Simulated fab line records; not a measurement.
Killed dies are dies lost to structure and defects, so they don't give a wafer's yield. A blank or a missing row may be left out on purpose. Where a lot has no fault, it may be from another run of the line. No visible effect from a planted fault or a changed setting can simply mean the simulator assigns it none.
Matching of chambers :: flow n5Finfet :: aldMetal-03 running N5_BEOL_M9_ALD_74: 4 sister chambers
The step deposits TaN, target thk 2 nm, pulse time 2 s, purge time 3 s. 14 wafers are shown with their chamber, then 7 later ones without.

## EACH WAFER AND ITS CHAMBER
wafer: L075.1
chamber: 0
heaterPowerW (W): 335
precursorVesselPressureTorr (Torr): 26.27
precursorVesselCarrierSccm (sccm): 997.1

wafer: L075.5
chamber: 0
heaterPowerW (W): 345
precursorVesselPressureTorr (Torr): 26.27
precursorVesselCarrierSccm (sccm): 1002.8

wafer: L075.6
chamber: 1
heaterPowerW (W): 468
precursorVesselPressureTorr (Torr): 26.25
precursorVesselCarrierSccm (sccm): 995.1

wafer: L078.3
chamber: 3
heaterPowerW (W): 460
precursorVesselPressureTorr (Torr): 26.27
precursorVesselCarrierSccm (sccm): 1005.7

wafer: L078.4
chamber: 0
heaterPowerW (W): 342
precursorVesselPressureTorr (Torr): 26.25
precursorVesselCarrierSccm (sccm): 1002.5

wafer: L078.6
chamber: 1
heaterPowerW (W): 466
precursorVesselPressureTorr (Torr): 26.21
precursorVesselCarrierSccm (sccm): 1001.7

wafer: L079.2
chamber: 1
heaterPowerW (W): 482
precursorVesselPressureTorr (Torr): 26.21
precursorVesselCarrierSccm (sccm): 997.7

wafer: L079.3
chamber: 2
heaterPowerW (W): 399
precursorVesselPressureTorr (Torr): 26.19
precursorVesselCarrierSccm (sccm): 999.4

wafer: L079.4
chamber: 3
heaterPowerW (W): 439
precursorVesselPressureTorr (Torr): 26.27
precursorVesselCarrierSccm (sccm): 998.7

wafer: L083.2
chamber: 2
heaterPowerW (W): 393
precursorVesselPressureTorr (Torr): 26.31
precursorVesselCarrierSccm (sccm): 999.8

wafer: L083.5
chamber: 1
heaterPowerW (W): 488
precursorVesselPressureTorr (Torr): 26.22
precursorVesselCarrierSccm (sccm): 999.3

wafer: L083.6
chamber: 0
heaterPowerW (W): 339
precursorVesselPressureTorr (Torr): 26.29
precursorVesselCarrierSccm (sccm): 999.5

wafer: L085.1
chamber: 3
heaterPowerW (W): 449
precursorVesselPressureTorr (Torr): 26.33
precursorVesselCarrierSccm (sccm): 999.7

wafer: L085.4
chamber: 0
heaterPowerW (W): 340
precursorVesselPressureTorr (Torr): 26.21
precursorVesselCarrierSccm (sccm): 999.9

SIGNATURES (means of the wafers above)
reading: heaterPowerW
chamber 0: 340.20
chamber 1: 476.00
chamber 2: 396.00
chamber 3: 449.33
scatter within a chamber: 7.98

reading: precursorVesselPressureTorr
chamber 0: 26.2580
chamber 1: 26.2225
chamber 2: 26.2500
chamber 3: 26.2900
scatter within a chamber: 0.0379

reading: precursorVesselCarrierSccm
chamber 0: 1000.360
chamber 1: 998.450
chamber 2: 999.600
chamber 3: 1001.367
scatter within a chamber: 2.72
Rule: for a wafer and a chamber, the distance is found by dividing, reading by reading, the gap between the wafer's reading and the chamber's mean by the reading's scatter, squaring, summing and taking the root. If the next closest chamber is less than 2 further off than the closest, the wafer can't be placed; otherwise it belongs to the closest. The scatter: take each reading less its chamber's mean, square it, sum over the shown wafers, divide by the number of wafers less the number of chambers, and take the root.

## WAFERS MISSING THEIR CHAMBER
wafer: L085.6
heaterPowerW (W): 397
precursorVesselPressureTorr (Torr): 26.24
precursorVesselCarrierSccm (sccm): 1002.5

wafer: L095.2
heaterPowerW (W): 401
precursorVesselPressureTorr (Torr): 26.24
precursorVesselCarrierSccm (sccm): 1000.7

wafer: L095.3
heaterPowerW (W): 484
precursorVesselPressureTorr (Torr): 26.38
precursorVesselCarrierSccm (sccm): 1000.0

wafer: L095.6
heaterPowerW (W): 403
precursorVesselPressureTorr (Torr): 26.24
precursorVesselCarrierSccm (sccm): 1002.2

wafer: L096.1
heaterPowerW (W): 452
precursorVesselPressureTorr (Torr): 26.23
precursorVesselCarrierSccm (sccm): 997.7

wafer: L096.2
heaterPowerW (W): 477
precursorVesselPressureTorr (Torr): 26.23
precursorVesselCarrierSccm (sccm): 995.7

wafer: L096.5
heaterPowerW (W): 457
precursorVesselPressureTorr (Torr): 26.30
precursorVesselCarrierSccm (sccm): 1000.3

## CHAMBER TAKEN BY EACH
wafer: L085.6
from the rows above: 2
in truth: 2

wafer: L095.2
from the rows above: 2
in truth: 2

wafer: L095.3
from the rows above: can't be placed: 1 or 3
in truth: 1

wafer: L095.6
from the rows above: 2
in truth: 2

wafer: L096.1
from the rows above: can't be placed: 3 or 1
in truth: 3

wafer: L096.2
from the rows above: 1
in truth: 1

wafer: L096.5
from the rows above: 3
in truth: 3
5 of 7 placed correctly. From these rows, 2 cannot be placed; in 2 the true chamber is one of the candidates. 0 placed wrongly.
